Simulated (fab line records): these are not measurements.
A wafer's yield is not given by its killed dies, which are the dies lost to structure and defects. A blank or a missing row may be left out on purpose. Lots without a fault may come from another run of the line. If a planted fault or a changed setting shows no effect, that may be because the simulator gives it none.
Chamber matching ; flow n5Finfet ; cvdCo-01 running N5_BEOL_M2_CO_CAP_55: 3 sister chambers
The step material Co, precursor CCTBA/H2, target thk 2 nm, time 102.1 s. 6 wafers are shown with their chamber, then 11 later ones without.

== EACH WAFER AND ITS CHAMBER ==
wafer;chamber;heaterPowerW (W);chamberPressureTorr (Torr)
L085.4;1;242;29.99
L087.5;1;239;29.98
L088.1;2;225;29.94
L088.2;0;247;29.96
L088.4;0;243;30.06
L089.2;2;229;29.95

== WAFERS WHOSE CHAMBER IS MISSING ==
wafer;heaterPowerW (W);chamberPressureTorr (Torr)
L089.3;242;30.01
L089.5;246;29.96
L093.4;224;29.92
L093.5;246;29.91
L093.6;225;29.88
L094.2;227;30.00
L094.3;241;30.06
L094.4;247;30.01
L097.1;224;29.98
L097.3;245;29.95
L097.5;241;29.96

== EACH ONE'S CHAMBER ==
wafer;from the rows above;in truth
L089.3;can't be placed: 1 or 0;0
L089.5;can't be placed: 0 or 1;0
L093.4;2;2
L093.5;can't be placed: 0 or 1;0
L093.6;2;2
L094.2;2;2
L094.3;can't be placed: 1 or 0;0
L094.4;can't be placed: 0 or 1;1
L097.1;2;2
L097.3;can't be placed: 0 or 1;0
L097.5;can't be placed: 1 or 0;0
Placed correctly: 4 of 11. Cannot be placed on the basis of these rows: 7; the candidates contain the true chamber in 7. Wrongly placed: 0.
How it was worked out, from the rows above alone: a wafer's distance from a chamber is the root of the sum, over the readings, of the square of ((its reading less the chamber's mean) divided by the reading's scatter). If the next closest chamber is less than 2 further off than the closest, the wafer can't be placed; otherwise it belongs to the closest. Each chamber's mean is taken over the wafers shown for it. How the scatter is found: for the shown wafers, subtract from each reading the mean of its chamber, square and add these, divide the total by (wafers less chambers), then take the root.
